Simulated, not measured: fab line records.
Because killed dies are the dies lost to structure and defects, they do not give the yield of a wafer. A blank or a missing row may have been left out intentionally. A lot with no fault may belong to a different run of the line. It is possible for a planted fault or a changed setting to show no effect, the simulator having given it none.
Matching of chambers -- flow n5_finfet -- 4 sister chambers for N5_BEOL_M10_ETCH_62 on rie_diel-04
The step etches SOC in N2/H2, target depth 110 nm, overetch 22 nm, time 165 s. 7 wafers are shown with their chamber, then 9 later ones without.

WAFERS PAIRED WITH THEIR CHAMBERS
wafer,chamber,drypump_motor_current_A (A),showerhead_plenum_p_Torr (Torr)
L080.2,0,6.0,2.50
L082.3,0,6.0,2.49
L082.5,1,5.3,2.61
L086.6,2,6.2,2.50
L088.3,3,5.3,2.59
L088.5,3,5.3,2.59
L088.6,2,6.3,2.50

WAFERS WHOSE CHAMBER IS MISSING
wafer,drypump_motor_current_A (A),showerhead_plenum_p_Torr (Torr)
L090.2,5.3,2.60
L090.4,6.0,2.49
L090.5,5.3,2.60
L097.1,6.2,2.49
L097.2,6.0,2.48
L097.6,6.2,2.49
L096.1,5.4,2.59
L096.3,6.3,2.49
L096.6,5.4,2.59

WHICH CHAMBER EACH ONE RAN IN
wafer,from the rows above,in truth
L090.2,can't be placed: 1 or 3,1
L090.4,0,0
L090.5,can't be placed: 1 or 3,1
L097.1,2,2
L097.2,0,0
L097.6,2,2
L096.1,3,3
L096.3,2,2
L096.6,3,3
Correct placement for 7 of the 9. Not placeable from these rows: 2 (in 2, the candidates include the true chamber). Number placed wrongly: 0.
How it was worked out, from the rows above alone: a wafer's distance from a chamber is the root of the sum, over the readings, of the square of ((its reading less the chamber's mean) divided by the reading's scatter). If the next closest chamber is less than 2 further off than the closest, the wafer can't be placed; otherwise it belongs to the closest. The mean given for a chamber averages the wafers shown for that chamber. The scatter: take each reading less its chamber's mean, square it, sum over the shown wafers, divide by the number of wafers less the number of chambers, and take the root.
